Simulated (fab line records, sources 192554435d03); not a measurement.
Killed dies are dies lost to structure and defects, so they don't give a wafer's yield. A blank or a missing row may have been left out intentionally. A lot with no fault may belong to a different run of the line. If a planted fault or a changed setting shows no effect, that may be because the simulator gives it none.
Comparing a struck lot with a sound one | flow n5Finfet | 18 out of 1938 route steps
Sound: the wafers L706.3, L706.4, L706.5. The struck wafers were L700.3, L700.5, L700.6. Last of all comes the cause.
Per side, at each step with rows, come the tool, then ch with its chambers, and then its first start. Under that, the readings that differ: sound wafers | struck wafers | difference of the means | sigmas: that difference in standard deviations of wafers without a fault.
alike: readings with means less than 2 such deviations apart, plus words and numbers identical on both sides. not compared: withheld readings, readings lacking a value on some wafer, bounds such as >300 that could conceal the same value, and numbers that have no deviation in the record and whose values overlap.
Wherever a step has rows on one side only, a row that says differs or no value, or a row with sigmas, the two part there. Numbers that have no deviation but don't overlap get no sigmas and don't part them. A reading missing from all wafers of one side parts the sides only when that side holds two or more wafers.

N5_BEOL_M0_SAQP_SPACER1_ETCHBACK_99: etches SiO2 in CHF3/O2, target depth 15.4 nm, time 7.7 s.
  sound on rieDiel-01 ch 0,3, day 9 18:52; struck on rieDiel-06 ch 0,1,3, day 8 05:55
  alike: drypumpMotorCurrentA, oesProductAu, rfVppV, showerheadPlenumPTorr, throttleValvePct
  not compared: rfHoursCounterH
N5_BEOL_M0_SAQP_MANDREL1_REMOVE_100: chemistry HBr/Cl2/O2, target a-Si, stops on SiNx, bt time 10 s.
  sound on rieSi-06 ch 0,3, day 9 18:56; struck on rieSi-05 ch 1,2, day 8 06:00
reading              | sound             | struck            | difference | sigmas
throttleValvePct (%) | 36.37 36.26 36.25 | 37.05 37.05 36.61 | +0.61      | +2
  alike: drypumpMotorCurrentA, oesProductAu
  not compared: rfHoursCounterH
N5_BEOL_M0_SAQP_CD_MEAS_25 targets a cd of 13.1 nm.
  sound on cdSem-03 ch 0, day 9 19:04; struck on cdSem-03 ch 0, day 8 06:07
  alike: cdNm
N5_BEOL_M0_SAQP_ETCH_101: etches SiNx in CH3F/O2, target depth 29.9 nm, time 42.7 s.
  sound on rieDiel-01 ch 0,2,3, day 9 19:05; struck on rieDiel-04 ch 0,1,2, day 8 06:09
  alike: drypumpMotorCurrentA, oesProductAu, rfVppV, showerheadPlenumPTorr, throttleValvePct
  not compared: rfHoursCounterH
then, 6 steps without rows for these wafers: N5_BEOL_M0_SAQP_ETCH_102 (etches SiO2 in CF4, target depth 4 nm, time 4.4 s); N5_BEOL_M0_SAQP_MANDREL_ETCH_103 (etches a-Si in HBr/Cl2, stops on SiCN, target depth 45 nm, bt time 10 s, time 27 s); N5_BEOL_M0_SAQP_RECESS_104 (chemistry HF/NH3, target SiO2, target depth 18 nm, afs cycles 3, sublimation time 60 s); N5_BEOL_M0_SAQP_COAT_105 (time 60 s, resist thk 100 nm); N5_BEOL_M0_SAQP_ETCH_106 (etches SOC in N2/H2, stops on SiNx, target depth 150 nm); N5_BEOL_M0_SAQP_ETCH_107 (etches SiNx in CH3F/O2, target depth 30 nm).
N5_BEOL_M0_SAQP_STRIP_108: strips in N2/H2.
  sound on rieDiel-01 ch 0,1, day 9 19:52; struck on rieDiel-06 ch 2,3, day 8 06:55
reading                  | sound             | struck            | difference | sigmas
drypumpMotorCurrentA (A) | 6.4 6.2 6.2       | 4.8 4.8 6.2       | -1.0       | -2
oesProductAu (a.u.)      | 0.76 0.71 0.71    | 0.92 0.93 0.71    | +0.13      | +2
rfVppV (V)               | 122.7 120.2 120.3 | 124.8 122.4 121.9 | +2.0       | +2
  alike: showerheadPlenumPTorr, throttleValvePct
  not compared: rfHoursCounterH
N5_BEOL_M0_SAQP_RECESS_109: chemistry HF/NH3, target SiO2, target depth 3 nm, afs cycles 1, sublimation time 60 s.
  sound on vaporEtch-01 ch 0,1, day 9 19:59; struck on vaporEtch-02 ch 0,1, day 8 07:01
reading                  | sound          | struck         | difference | sigmas
drypumpMotorCurrentA (A) | 5.69 5.55 5.71 | 6.12 6.12 6.03 | +0.44      | +2
N5_BEOL_M0_SAQP_SPACER2_ALD_26: deposits SiO2, target thk 15 nm, pulse time 1 s, purge time 2 s.
  sound on aldSin-02 ch 1,2, day 9 20:44; struck on aldSin-01 ch 2,3, day 8 07:23
  no value came back on the struck wafers for chamberPressureTorr (Torr), coReactantPurgeTimeS (s), heaterPowerW (W), precursorPulseHeightRel; on the sound wafers chamberPressureTorr (Torr) reads 1.996 2.001 2.001
  not compared: sinceWetCleanH
then, 1 step without rows for these wafers: N5_BEOL_M0_SAQP_SPACER2_ETCHBACK_27 (etches SiO2 in CHF3/O2, target depth 22.5 nm, time 11.25 s).
N5_BEOL_M0_SAQP_MANDREL2_REMOVE_110: chemistry HBr/Cl2/O2, target a-Si, stops on SiCN, bt time 10 s.
  sound on rieSi-05 ch 2,3, day 9 21:23; struck on rieSi-06 ch 0,1,3, day 8 08:01
reading                      | sound      | struck       | difference | sigmas
model.BEOL_M0_SAQP.cdNm (nm) | 15 15.2 15 | 13.4 13.6 13 | -1.7       | 
  alike: drypumpMotorCurrentA, oesProductAu, throttleValvePct
  not compared: rfHoursCounterH
N5_BEOL_M0_SAQP_CD_MEAS_29 targets a cd of 14.4 nm.
  sound on cdSem-01 ch 0, day 9 21:29; struck on cdSem-02 ch 0, day 8 08:08
reading   | sound             | struck | difference                    | sigmas
cdNm (nm) | 15.03 14.87 15.09 | - - -  | no value on the struck wafers | 
then, 1 step without rows for these wafers: N5_BEOL_M0_SAQP_COAT_69 (time 60 s, resist thk 90 nm).
N5_BEOL_M4_RC_MEAS_101:
  the record has rows for the sound wafers here (prober-01 ch 0, day 12 02:52) and none for the struck ones

== WHERE THEY PART ==
At N5_BEOL_M0_SAQP_MANDREL1_REMOVE_100 first; at N5_BEOL_M4_RC_MEAS_101 last (within this record only).

WHY: what had been put in by the simulator
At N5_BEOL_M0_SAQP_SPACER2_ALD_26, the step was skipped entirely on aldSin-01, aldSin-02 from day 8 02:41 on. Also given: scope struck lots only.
